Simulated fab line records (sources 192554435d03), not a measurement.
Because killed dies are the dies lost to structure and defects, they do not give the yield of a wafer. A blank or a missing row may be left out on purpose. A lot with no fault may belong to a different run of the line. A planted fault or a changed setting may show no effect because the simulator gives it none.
What tool caused it? ; flow n5_finfet ; route of 1938 steps, sampled at 1 step: 9 lots, 26 wafers

== WHAT THE GAUGES SHOWED, per wafer ==
N5_BEOL_M4_RC_MEAS_101. Usual: DIBL_N 36.5 mV/V, standard deviation 1.9; DIBL_P 36.4 mV/V, standard deviation 2.2; IOFF_N 0.17 nA/um, standard deviation 0.034; IOFF_P 0.21 nA/um, standard deviation 0.036; ION_N 678 uA/um, standard deviation 12; ION_P 462 uA/um, standard deviation 7.1; SS_N 71.7 mV/dec, standard deviation 0.61; SS_P 73.4 mV/dec, standard deviation 0.71; VT_N 249 mV, standard deviation 3.5; VT_P -251 mV, standard deviation 3.
lot;measured;on;DIBL_N (mV/V);DIBL_P (mV/V);IOFF_N (nA/um);IOFF_P (nA/um);ION_N (uA/um);ION_P (uA/um);SS_N (mV/dec);SS_P (mV/dec);VT_N (mV);VT_P (mV);flag
L401;day 9 17:25;prober-02;38.1 35.4 39.0;38.5 33.8 39.9;0.20 0.14 0.22;0.25 0.18 0.28;687 670 688;464 456 473;71.9 71.4 72.3;73.6 72.7 74.6;246 251 245;-249 -252 -248;
L402;day 9 21:43;prober-01;38.0 38.1 36.9;36.3 36.2 36.1;0.18 0.17 0.16;0.21 0.19 0.21;679 669 676;458 453 461;71.9 72.0 71.0;73.6 73.5 73.4;250 252 248;-251 -255 -249;
L403;day 10 22:04;prober-02;34.9 35.3 34.3;34.9 33.9 33.7;0.15 0.15 0.14;0.20 0.19 0.19;681 666 667;470 458 469;71.3 71.8 71.0;73.2 72.7 72.7;247 249 250;-250 -248 -253;
L407;day 12 10:33;prober-02;35.0 35.8;34.6 35.2;0.12 0.13;0.17 0.18;667 664;456 452;71.5 71.1;72.6 72.2;256 254;-254 -252;
L408;day 12 12:31;prober-01;38.7 37.4 39.8;36.9 35.4 39.0;0.17 0.15 0.20;0.20 0.18 0.24;686 657 690;460 455 466;71.9 71.2 72.5;73.5 73.8 74.3;248 254 249;-252 -254 -252;
L409;day 13 01:29;prober-01;37.5 38.6 37.2;36.2 39.0 37.2;0.16 0.19 0.16;0.18 0.22 0.19;668 682 672;446 451 452;72.7 71.7 72.5;73.4 73.4 73.2;253 247 254;-259 -252 -253;
L415;day 13 10:07;prober-01;36.8 35.3 35.3;38.1 37.1 37.4;0.18 0.16 0.17;0.22 0.19 0.20;676 673 689;468 456 470;71.6 72.2 72.2;73.6 72.8 72.9;248 251 249;-252 -254 -252;
L417;day 13 20:02;prober-01;37.5 36.0 35.6;38.5 37.6 37.0;0.20 0.16 0.16;0.21 0.18 0.19;690 665 686;465 449 466;73.0 71.5 71.1;74.2 73.1 73.4;247 250 248;-251 -254 -256;
L419;day 15 11:43;prober-01;36.4 34.1 34.1;35.3 32.6 32.6;0.16 0.13 0.13;0.21 0.17 0.18;669 673 676;459 464 466;71.8 71.4 71.1;73.7 72.4 73.0;250 253 251;-250 -253 -252;

== WHICH TOOL RAN EACH LOT (tool, then ch and the chambers of the sampled wafers, then the start) ==
Before these readings, the record contains no process step.

== AS READ BY THE TOOLS THEMSELVES (means over the sampled wafers that have a number; for cases with no such wafer, the mark the record gives instead) ==
The record holds no such reading with a usual standard deviation.

== THE ANSWER, worked out from the rows above alone ==
Rule: lot off if the mean of its wafers having a number is beyond 3 standard deviations from the usual mean. Also off: a lot with no number at a reading for which 4 or more lots have one. The other lots that the step has rows for count as sound. First the gauges in route order, then the tools' own readings, where a lot's mean is used as printed above. The first step at which some lot is off is used, and at that step the reading that is off furthest; a lot without a number counts as furthest.
Nothing can be told from this: no lot is off at any reading shown.

== WHAT THE SIMULATOR PUT IN ==
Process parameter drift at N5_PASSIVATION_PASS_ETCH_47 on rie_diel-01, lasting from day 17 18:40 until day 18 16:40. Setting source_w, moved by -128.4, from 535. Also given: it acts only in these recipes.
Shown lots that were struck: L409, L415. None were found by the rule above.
